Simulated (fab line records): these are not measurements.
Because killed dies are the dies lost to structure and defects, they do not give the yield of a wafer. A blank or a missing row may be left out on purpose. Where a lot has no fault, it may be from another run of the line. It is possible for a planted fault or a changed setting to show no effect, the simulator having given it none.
fab line records	flow n5-finfet
record: lots: 11	wafers: 31	last-day: 17
route steps=1938 shown PMOS_HMC_CHANNEL_EPI@81 FIN_SAQP@94 BEOL_M4@1111 PASSIVATION@1936
lots that met no fault: from a run of the same line without faults
start-h: hours from the record's opening day to when the first of the lot's shown wafers began	wait-h: hours since the lot's step before	" as in the row above	L1.1+2: several wafers, shown together as one row	- no value present, or no start provided	* or withheld: withheld	< > ~ a bound
route shown NAME@n: a module of which the file shows steps, and the number in the route of the first	usual: mean and standard deviation over wafers with no fault	same: alike in all rows	chamber/n: place in a boat	sites: each site's reading	_std_site: how widely they spread, as a standard deviation	_edge_site: the outer-site mean with the inner-site mean subtracted	radius-mm: how far each site lies from the wafer's centre	mask NAME#n: copy n	behind: tool/chamber where the wafer was last shaped	hold: reason for holding the lot/hours on hold/outcome of the hold	device: the transistor (n, p or np) that didn't switch	end of line: the same wafers' tests at the end of the route	step lacking rows: just its recipe	killed: not the wafer's yield, but the dies lost to structure and defects at the first sort	map: dies across one wafer; x = killed, . = not, _ = none there
set.NAME: the setting that was run; set.NAME@STEP: the one run at that earlier step	model.NAME: the simulator's own value behind a step, which no gauge read
steps of the route over a sample of lots; a table a step, a row a wafer
services: from which hour (start-h, from the record's first day; less than 0 if before it) a tool's chamber was out of use, for how many hours, and why
== steps ==
step: N5_PMOS_HMC_CHANNEL_EPI_CMP_21
recipe: material: SiGe30	post-cmp-clean: alkaline-brush	target-thk-nm: 54
usual: motor-current-A: 12.6/1.5
lot.wafer	tool	chamber	start-h	wait-h	motor-current-A
L265.2	cmp-04	3	21.04	0.5	13.8
L265.5	"	0	"	"	11.3
L266.2	cmp-04	0	25.50	0.1	11.4
L266.6	"	1	"	"	12.0
L266.5	"	2	"	"	12.0
L269.3	cmp-03	2	43.22	0.1	10.8
L269.2	"	3	"	"	16.1
L269.1	"	0	"	"	12.2
L271.2	cmp-03	3	55.22	0.0	15.4
L271.4	"	2	"	"	11.2
L271.5	"	0	"	"	12.9
L272.4	cmp-03	3	61.95	0.0	16.2
L272.1	"	1	"	"	9.7
L272.5	"	3	"	"	16.0
L277.3	cmp-02	3	91.86	0.1	11.5
L277.4	"	0	"	"	14.2
L277.6	"	2	"	"	13.5
L278.4	cmp-04	0	97.36	0.0	10.9
L278.1	"	1	"	"	12.1
L278.6	"	1	"	"	11.3
L283.2	cmp-04	2	127.70	0.1	12.2
L283.4	"	3	"	"	13.5
L283.5	"	2	"	"	12.2
L284.2	cmp-04	2	134.09	0.1	13.4
L284.3	"	0	"	"	11.2
L286.3	cmp-04	0	145.98	0.1	11.7
L286.1	"	1	"	"	11.7
L286.6	"	3	"	"	13.8
L288.3	cmp-02	2	157.09	0.0	13.5
L288.2	"	3	"	"	11.4
L288.1	"	0	"	"	13.9
step: N5_FIN_SAQP_ALD_61
recipe: material: SiO2	target-thk-a: 40	temp-c: 300	ald-precursor-family: BDEAS	ald-co-reactant: O2-plasma	pulse-time-s: 1	purge-time-s: 2	co-reactant-purge-time-s: 2	ald-cycles: 43	pressure-torr: 2
usual: heater-power-w: 456/36	precursor-pulse-height-rel: 1.003/0.019	susceptor-temp-C: 299.99/0.19
lot.wafer	tool	chamber	start-h	wait-h	heater-power-w	precursor-pulse-height-rel	susceptor-temp-C
L265.2	ald-sin-02	2	21.96	0.0	500	1.017	299.88
L265.5	"	3	"	"	422	0.988	299.95
L266.2	ald-sin-02	3	26.29	0.0	426	1.017	300.20
L266.5	"	1	"	"	480	1.013	299.83
L266.6	"	2	"	"	488	0.990	300.39
L269.1	ald-sin-01	3	44.08	0.0	398	0.988	300.26
L269.2	"	2	"	"	475	1.019	300.07
L269.3	"	1	"	"	396	1.033	299.95
L271.2	ald-sin-02	2	56.22	0.0	501	1.011	299.79
L271.4	"	3	"	"	426	1.002	299.92
L271.5	"	2	"	"	515	0.998	300.11
L272.1	ald-sin-01	0	62.86	0.0	464	1.006	300.11
L272.4	"	2	"	"	475	0.990	300.33
L272.5	"	3	"	"	386	1.000	299.97
L277.3	ald-sin-02	0	92.68	0.0	357	0.996	269.26
L277.4	"	1	"	"	388	0.988	268.81
L277.6	"	0	"	"	357	0.987	269.19
L278.1	ald-sin-02	3	99.23	0.9	337	0.973	268.95
L278.4	"	1	"	"	376	1.016	268.93
L278.6	"	2	"	"	393	1.043	268.95
L283.2	ald-sin-01	2	128.79	0.3	482	1.041	299.73
L283.4	"	3	"	"	393	0.978	300.09
L283.5	"	1	"	"	406	1.014	299.93
L284.2	ald-sin-03	0	134.99	0.0	427	1.013	299.69
L284.3	"	1	"	"	447	0.958	300.00
L286.1	ald-sin-03	3	147.03	0.3	465	0.993	299.85
L286.3	"	0	"	"	416	0.960	300.18
L286.6	"	3	"	"	462	1.022	300.02
L288.1	ald-sin-02	2	158.66	0.7	495	0.984	299.44
L288.2	"	1	"	"	506	0.989	300.12
L288.3	"	0	"	"	447	1.015	299.91
step: N5_FIN_SAQP_THK_MEAS_05
usual: thk-nm: 37.9/0.54
lot.wafer	tool	chamber	start-h	wait-h	thk-nm
L265.2	film-metro-02	-	22.63	0.1	37.4
L265.5	"	-	"	"	38.2
L266.2	film-metro-01	-	26.87	0.1	37.5
L266.5	"	-	"	"	38.2
L266.6	"	-	"	"	38.1
L269.1	film-metro-01	-	44.64	0.1	37.3
L269.2	"	-	"	"	37.3
L269.3	"	-	"	"	37.5
L271.2	film-metro-01	-	56.73	0.1	37.1
L271.4	"	-	"	"	38.1
L271.5	"	-	"	"	37.2
L272.1	film-metro-01	-	63.38	0.1	38.0
L272.4	"	-	"	"	38.3
L272.5	"	-	"	"	38.9
L277.3	film-metro-01	-	93.30	0.1	37.5
L277.4	"	-	"	"	38.4
L277.6	"	-	"	"	38.2
L278.1	film-metro-01	-	99.96	0.1	37.4
L278.4	"	-	"	"	38.6
L278.6	"	-	"	"	38.5
L283.2	film-metro-01	-	129.29	0.1	37.8
L283.4	"	-	"	"	37.8
L283.5	"	-	"	"	38.4
L284.2	film-metro-02	-	135.60	0.1	36.8
L284.3	"	-	"	"	36.8
L286.1	film-metro-01	-	147.55	0.1	37.9
L286.3	"	-	"	"	38.4
L286.6	"	-	"	"	37.9
L288.1	film-metro-02	-	159.21	0.1	37.3
L288.2	"	-	"	"	38.2
L288.3	"	-	"	"	37.9
step: N5_FIN_SAQP_PECVD_47
recipe: material: a-Si	target-thk-a: 450	temp-c: 400	precursor: SiH4/He	pressure-torr: 3	rf-w: 100	time-s: 36.3
usual: heater-power-w: 836/78	showerhead-plenum-p-Torr: 5.64/0.064	throttle-valve-pct: 18.4/0.87
lot.wafer	tool	chamber	start-h	wait-h	heater-power-w	showerhead-plenum-p-Torr	throttle-valve-pct
L265.2	pecvd-02	1	22.67	0.0	763	5.67	17.9
L265.5	"	0	"	"	897	5.67	19.5
L266.2	pecvd-04	1	26.90	0.0	870	5.77	18.0
L266.5	"	0	"	"	812	5.61	19.5
L266.6	"	1	"	"	867	5.75	18.2
L269.1	pecvd-02	0	44.68	0.0	802	5.67	19.3
L269.2	"	1	"	"	739	5.66	17.9
L269.3	"	0	"	"	812	5.67	19.5
L271.2	pecvd-02	0	56.77	0.0	876	5.67	19.3
L271.4	"	1	"	"	806	5.67	18.0
L271.5	"	2	"	"	897	5.54	17.4
L272.1	pecvd-02	0	63.42	0.0	799	5.67	19.4
L272.4	"	0	"	"	825	5.67	19.3
L272.5	"	2	"	"	801	5.53	17.1
L277.3	pecvd-01	2	93.33	0.0	971	5.62	18.7
L277.4	"	0	"	"	813	5.65	17.7
L277.6	"	1	"	"	881	5.59	18.4
L278.1	pecvd-02	2	100.00	0.0	846	5.52	17.2
L278.4	"	1	"	"	843	5.66	17.9
L278.6	"	2	"	"	888	5.54	17.2
L283.2	pecvd-04	1	129.33	0.0	901	5.78	17.9
L283.4	"	0	"	"	803	5.60	20.1
L283.5	"	1	"	"	895	5.78	17.9
L284.2	pecvd-02	2	135.64	0.0	843	5.54	17.5
L284.3	"	0	"	"	773	5.68	19.5
L286.1	pecvd-04	0	147.58	0.0	730	5.61	20.3
L286.3	"	2	"	"	683	5.61	17.6
L286.6	"	1	"	"	878	5.77	17.9
L288.1	pecvd-04	1	159.25	0.0	788	5.78	17.9
L288.2	"	0	"	"	746	5.60	20.0
L288.3	"	2	"	"	760	5.61	17.5
step: N5_BEOL_M4_RC_MEAS_101
usual: DIBL_N: 36.2/2	DIBL_P: 36.1/2.4	IOFF_N: 0.16/0.035	IOFF_P: 0.22/0.041	ION_N: 675/14	ION_P: 465/8.6	SS_N: 71.5/0.64	SS_P: 73.2/0.76	VT_N: 250/3.9	VT_P: -249/3.4
lot.wafer	tool	chamber	start-h	wait-h	DIBL_N[mV/V]	DIBL_P[mV/V]	IOFF_N[nA/um]	IOFF_P[nA/um]	ION_N[uA/um]	ION_P[uA/um]	SS_N[mV/dec]	SS_P[mV/dec]	VT_N[mV]	VT_P[mV]
L265.2	prober-02	0	175.05	0.2	38.0	37.1	0.19	0.23	692	470	72.1	73.5	247	-248
L265.5	"	0	"	"	38.1	37.0	0.19	0.22	686	465	71.9	73.8	249	-252
L266.2	prober-01	0	191.76	0.2	34.7	37.9	0.14	0.24	670	471	70.7	73.3	253	-247
L266.5	"	0	"	"	35.5	37.3	0.15	0.23	667	460	71.5	73.1	252	-249
L266.6	"	0	"	"	35.6	38.7	0.15	0.26	663	470	71.1	74.4	251	-245
L269.1	prober-02	0	199.14	0.0	32.9	33.1	0.10	0.15	650	449	71.1	71.9	256	-252
L269.2	"	0	"	"	34.0	35.1	0.12	0.18	658	463	71.1	72.5	254	-250
L269.3	"	0	"	"	33.6	35.0	0.10	0.17	643	454	70.4	73.3	257	-252
L271.2	prober-01	0	206.14	0.2	34.8	34.5	0.13	0.20	665	456	71.7	72.6	248	-251
L271.4	"	0	"	"	35.7	36.2	0.16	0.22	680	470	71.5	73.6	248	-246
L271.5	"	0	"	"	35.7	36.0	0.16	0.23	675	476	71.6	72.8	249	-249
L272.1	prober-01	0	225.70	0.0	38.1	38.1	0.19	0.27	684	475	71.7	73.3	246	-244
L272.4	"	0	"	"	35.5	34.8	0.14	0.23	669	472	71.5	72.6	253	-249
L272.5	"	0	"	"	39.5	39.4	0.23	0.31	694	474	72.5	74.0	246	-245
L278.1	prober-01	0	255.86	0.0	37.1	38.2	0.16	0.24	678	467	71.9	73.2	249	-248
L278.4	"	0	"	"	35.0	35.3	0.13	0.19	661	461	71.2	72.9	254	-249
L278.6	"	0	"	"	36.6	38.1	0.16	0.23	679	472	71.1	73.7	251	-248
L277.3	prober-02	0	256.79	0.3	34.5	37.1	0.17	0.26	700	483	71.5	73.2	245	-246
L277.4	"	0	"	"	37.8	40.2	0.21	0.30	692	479	72.4	73.9	248	-243
L277.6	"	0	"	"	36.8	39.5	0.19	0.29	701	482	71.1	73.4	248	-244
L283.2	prober-01	0	272.26	0.2	37.2	38.9	0.16	0.20	670	458	71.8	73.8	249	-255
L283.4	"	0	"	"	36.1	38.3	0.16	0.20	680	470	71.5	73.7	249	-251
L283.5	"	0	"	"	37.1	38.6	0.17	0.21	685	465	72.0	73.9	251	-250
L284.2	prober-02	0	293.23	0.2	34.1	34.6	0.12	0.19	664	465	71.1	73.1	257	-251
L284.3	"	0	"	"	36.5	36.2	0.16	0.19	652	443	72.1	74.3	251	-254
L286.1	prober-02	0	295.93	0.0	35.1	34.5	0.12	0.15	673	450	70.5	73.3	255	-255
L286.3	"	0	"	"	39.0	38.9	0.17	0.20	664	453	72.7	74.4	254	-252
L286.6	"	0	"	"	39.5	40.1	0.18	0.21	679	456	72.6	73.8	256	-253
L288.1	prober-01	0	314.81	0.0	36.4	36.3	0.15	0.18	654	446	71.6	73.3	257	-255
L288.2	"	0	"	"	36.0	36.5	0.14	0.18	671	454	71.5	73.3	254	-254
L288.3	"	0	"	"	33.9	33.8	0.12	0.16	669	458	70.8	71.7	254	-256
step: N5_PASSIVATION_PROBE_49
usual: defect-limited-yield: 91.1/1.4	killed_at_M0_to_M3: 36/9.9	killed_at_M4_up: 13/5.8	killed-at-contacts: 14/5.9	killed-at-front-end: 39/11	killed-at-other: 3.4/2.9	killed-dies: 105/17	killed-open: 70/13	killed-short: 34/7.3	sort_bin_5_function: 5.3/1	sort_bin_6_memory: 3.3/0.62	sort_bin_8_speed: 0.01/0.057	sort-n-pass: 1075/17
same: gross-dies: 1180	killed-at-back-side: 0	sort_bin_4_leakage[%]: 0
lot.wafer	tool	chamber	start-h	wait-h	defect-limited-yield[%]	killed_at_M0_to_M3	killed_at_M4_up	killed-at-contacts	killed-at-front-end	killed-at-other	killed-dies	killed-open	killed-short	sort_bin_5_function[%]	sort_bin_6_memory[%]	sort_bin_8_speed[%]	sort-n-pass
L265.2	prober-02	-	292.06	0.1	90.3	37	18	18	40	2	115	77	36	5.8	3.3	0	1065
L265.5	prober-02	-	292.21	0.2	91.6	26	16	12	44	1	99	72	24	5.5	2.5	0	1081
L266.2	prober-02	-	294.06	0.1	90.6	43	9	9	42	8	111	78	33	5.1	4.2	0	1069
L266.5	prober-02	-	294.21	0.2	89.5	55	8	9	48	4	124	87	37	7.3	3.1	0	1056
L266.6	prober-02	-	294.26	0.3	93.3	33	11	10	23	2	79	51	28	3.3	3.1	0	1101
L272.1	prober-02	-	327.84	0.0	92.5	32	8	17	25	7	89	65	24	4.3	2.8	0	1091
L272.4	prober-02	-	327.99	0.2	92.9	39	8	10	25	2	84	63	21	4.2	2.5	0	1096
L272.5	prober-02	-	328.04	0.2	91.9	42	14	7	31	2	96	65	31	4.9	3.1	0	1084
L277.3	prober-02	-	355.19	0.1	91.5	37	9	12	40	2	100	72	27	4.7	3.5	0	1080
L277.4	prober-02	-	355.24	0.2	91.5	37	16	7	38	2	100	61	38	5.0	3.1	0	1080
L277.6	prober-02	-	355.34	0.3	93.5	23	9	5	38	2	77	49	28	3.8	2.6	0	1103
L284.2	prober-01	-	399.43	0.1	89.8	42	15	9	52	2	120	75	42	6.3	3.6	0	1060
L284.3	prober-01	-	399.48	0.1	89.2	44	21	11	52	0	128	85	39	6.4	4.1	0	1052
L286.1	prober-01	-	400.45	0.0	91.9	34	11	15	36	0	96	65	28	4.7	2.9	0	1084
L286.3	prober-01	-	400.55	0.1	91.4	37	16	21	25	2	101	66	34	4.8	3.5	0	1079
L286.6	prober-01	-	400.70	0.3	91.1	45	15	17	26	2	105	68	36	5.4	3.2	0	1075
killed by level:class
L265.2 MOL_CONTACT_COAG:geometric-particle:open=16 BEOL_M2:geometric-particle:open=9 FIN_SAQP:geometric-particle:open=8 FIN_SAQP:geometric-particle:short=8 BEOL_M4:geometric-particle:open=8 BEOL_M1:geometric-particle:open=7 BEOL_M3:geometric-particle:open=7 GATE_CUT:geometric-particle:short=6
L265.5 MOL_CONTACT_COAG:geometric-particle:open=11 DUMMY_GATE:geometric-particle:open=10 BEOL_M4:geometric-particle:open=9 STI_FIN_REVEAL:geometric-particle:open=8 BEOL_M0_SAQP:geometric-particle:open=6 BEOL_M0_SAQP:geometric-particle:short=5 BEOL_M3:geometric-particle:open=5 FIN_SAQP:geometric-particle:open=4
L266.2 STI_FIN_REVEAL:geometric-particle:open=18 BEOL_M0_SAQP:geometric-particle:short=14 BEOL_M3:geometric-particle:open=10 DUMMY_GATE:geometric-particle:open=8 MOL_CONTACT_COAG:geometric-particle:open=8 BEOL_M0_SAQP:geometric-particle:open=7 BEOL_M0:geometric-particle:open=5 STI_FIN_REVEAL:geometric-particle:short=4
L266.5 STI_FIN_REVEAL:geometric-particle:open=18 BEOL_M0_SAQP:geometric-particle:open=14 BEOL_M0:geometric-particle:open=11 BEOL_M0_SAQP:geometric-particle:short=9 BEOL_M2:geometric-particle:open=7 MOL_CONTACT_COAG:geometric-particle:open=6 BEOL_M2:geometric-particle:short=5 BEOL_M3:geometric-particle:open=5
L266.6 BEOL_M3:geometric-particle:open=8 BEOL_M2:geometric-particle:open=7 MOL_CONTACT_COAG:geometric-particle:open=6 BEOL_M0_SAQP:geometric-particle:short=6 BEOL_M3:geometric-particle:short=5 STI_FIN_REVEAL:geometric-particle:open=5 STI_FIN_REVEAL:geometric-particle:short=4 MOL_CONTACT_COAG:geometric-particle:short=4
L272.1 MOL_CONTACT_COAG:geometric-particle:open=14 BEOL_M2:geometric-particle:open=9 STI_FIN_REVEAL:geometric-particle:open=7 BEOL_M0_SAQP:geometric-particle:open=6 BEOL_M3:geometric-particle:open=6 BEOL_M1:geometric-particle:open=5 BEOL_M4:geometric-particle:open=4 PASS1_CAP:geometric-particle:short=4
L272.4 BEOL_M2:geometric-particle:open=16 BEOL_M0_SAQP:geometric-particle:open=10 STI_FIN_REVEAL:geometric-particle:open=8 MOL_CONTACT_COAG:geometric-particle:open=8 FIN_SAQP:geometric-particle:short=7 BEOL_M1:geometric-particle:open=4 BEOL_M4:geometric-particle:open=4 FIN_SAQP:geometric-particle:open=3
L272.5 BEOL_M0_SAQP:geometric-particle:short=13 BEOL_M0_SAQP:geometric-particle:open=11 DUMMY_GATE:geometric-particle:open=10 BEOL_M4:geometric-particle:open=8 STI_FIN_REVEAL:geometric-particle:open=6 BEOL_M1:geometric-particle:open=6 MOL_CONTACT_COAG:geometric-particle:open=5 GATE_CUT:geometric-particle:open=4
L277.3 STI_FIN_REVEAL:geometric-particle:open=19 BEOL_M0_SAQP:geometric-particle:open=14 MOL_CONTACT_COAG:geometric-particle:open=10 FIN_SAQP:geometric-particle:open=8 BEOL_M0_SAQP:geometric-particle:short=7 BEOL_M2:geometric-particle:open=6 GATE_CUT:geometric-particle:short=5 FIN_SAQP:geometric-particle:short=3
L277.4 BEOL_M0_SAQP:geometric-particle:open=17 BEOL_M4:geometric-particle:open=11 BEOL_M0_SAQP:geometric-particle:short=10 FIN_SAQP:geometric-particle:short=8 BEOL_M3:geometric-particle:short=7 FIN_SAQP:geometric-particle:open=6 STI_FIN_REVEAL:geometric-particle:open=6 GATE_CUT:geometric-particle:short=5
L277.6 STI_FIN_REVEAL:geometric-particle:open=12 BEOL_M0_SAQP:geometric-particle:open=11 FIN_SAQP:geometric-particle:short=9 BEOL_M0_SAQP:geometric-particle:short=7 MOL_CONTACT_COAG:geometric-particle:open=5 FIN_SAQP:geometric-particle:open=4 GATE_CUT:geometric-particle:short=4 STI_FIN_REVEAL:geometric-particle:short=3
L284.2 FIN_SAQP:geometric-particle:short=16 FIN_SAQP:geometric-particle:open=11 BEOL_M3:geometric-particle:open=10 STI_FIN_REVEAL:geometric-particle:open=9 BEOL_M2:geometric-particle:open=8 BEOL_M0_SAQP:geometric-particle:open=8 MOL_CONTACT_COAG:geometric-particle:open=7 BEOL_M0_SAQP:geometric-particle:short=6
L284.3 FIN_SAQP:geometric-particle:open=14 BEOL_M2:geometric-particle:open=12 BEOL_M3:geometric-particle:open=11 BEOL_M4:geometric-particle:open=11 STI_FIN_REVEAL:geometric-particle:open=8 MOL_CONTACT_COAG:geometric-particle:open=7 FIN_SAQP:geometric-particle:short=6 BEOL_M0_SAQP:geometric-particle:short=6
L286.1 MOL_CONTACT_COAG:geometric-particle:open=11 STI_FIN_REVEAL:geometric-particle:open=9 BEOL_M0_SAQP:geometric-particle:short=8 FIN_SAQP:geometric-particle:open=7 GATE_CUT:geometric-particle:open=7 BEOL_M3:geometric-particle:open=7 BEOL_M2:geometric-particle:open=6 FIN_SAQP:geometric-particle:short=4
L286.3 MOL_CONTACT_COAG:geometric-particle:open=14 BEOL_M0_SAQP:geometric-particle:short=13 STI_FIN_REVEAL:geometric-particle:open=7 MOL_CONTACT_COAG:geometric-particle:short=7 BEOL_M2:geometric-particle:open=7 BEOL_M4:geometric-particle:open=7 FIN_SAQP:geometric-particle:open=5 BEOL_M3:geometric-particle:open=5
L286.6 MOL_CONTACT_COAG:geometric-particle:open=15 BEOL_M0_SAQP:geometric-particle:short=12 BEOL_M1:geometric-particle:open=10 BEOL_M0_SAQP:geometric-particle:open=7 FIN_SAQP:geometric-particle:short=6 FIN_SAQP:geometric-particle:open=5 BEOL_M3:geometric-particle:open=5 BEOL_M4:geometric-particle:open=4
== services ==
tool	chamber	start-h	hours	kind
cmp-03	-	-1.11	4.0	pm
ald-sin-02	-	1.22	15.6	pm
cmp-04	-	1.79	1.3	repair
pecvd-04	-	3.20	6.0	pm
cmp-03	-	5.03	28.7	repair
cmp-02	-	11.78	8.2	repair
cmp-04	-	16.48	4.3	repair
pecvd-01	-	24.36	2.8	pm
cmp-02	-	33.16	0.5	repair
ald-sin-01	-	45.06	2.3	repair
ald-sin-03	1	51.05	2.6	repair
ald-sin-02	1	54.86	2.9	repair
ald-sin-03	0	56.32	12.8	repair
ald-sin-02	-	68.05	1.0	repair
ald-sin-02	-	69.68	6.1	pm
cmp-04	-	78.83	0.9	repair
pecvd-02	0	83.60	2.2	repair
ald-sin-03	-	86.24	14.0	pm
cmp-04	-	92.15	0.5	repair
pecvd-02	-	116.82	0.8	pm
pecvd-02	-	128.98	3.9	repair
cmp-04	-	129.60	4.0	pm
cmp-03	-	133.53	0.3	repair
cmp-04	-	137.12	8.7	pm
== key ==
first-sign: step: N5_FIN_SAQP_ALD_61	reading: susceptor-temp-C	direction: down	sigmas: 99+	usual: *	struck: *
effect: step: N5_FIN_SAQP_ALD_61	reading: heater-power-w	direction: down	sigmas: 2.4	usual: *	struck: *
met-at N5_FIN_SAQP_ALD_61
struck-lots L277,L278
not-acting-at N5_PMOS_HMC_CHANNEL_EPI_CMP_21,N5_FIN_SAQP_THK_MEAS_05,N5_FIN_SAQP_PECVD_47
onset-between 56.22 92.68
fault: kind: process-parameter-drift	tool: ald-sin-02	chamber: -	onset-h: 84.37	steps: N5_FIN_SAQP_ALD_61	channel: temp-c	offset: *	shape: step	end-h: 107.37	acts-in: *	stated: *
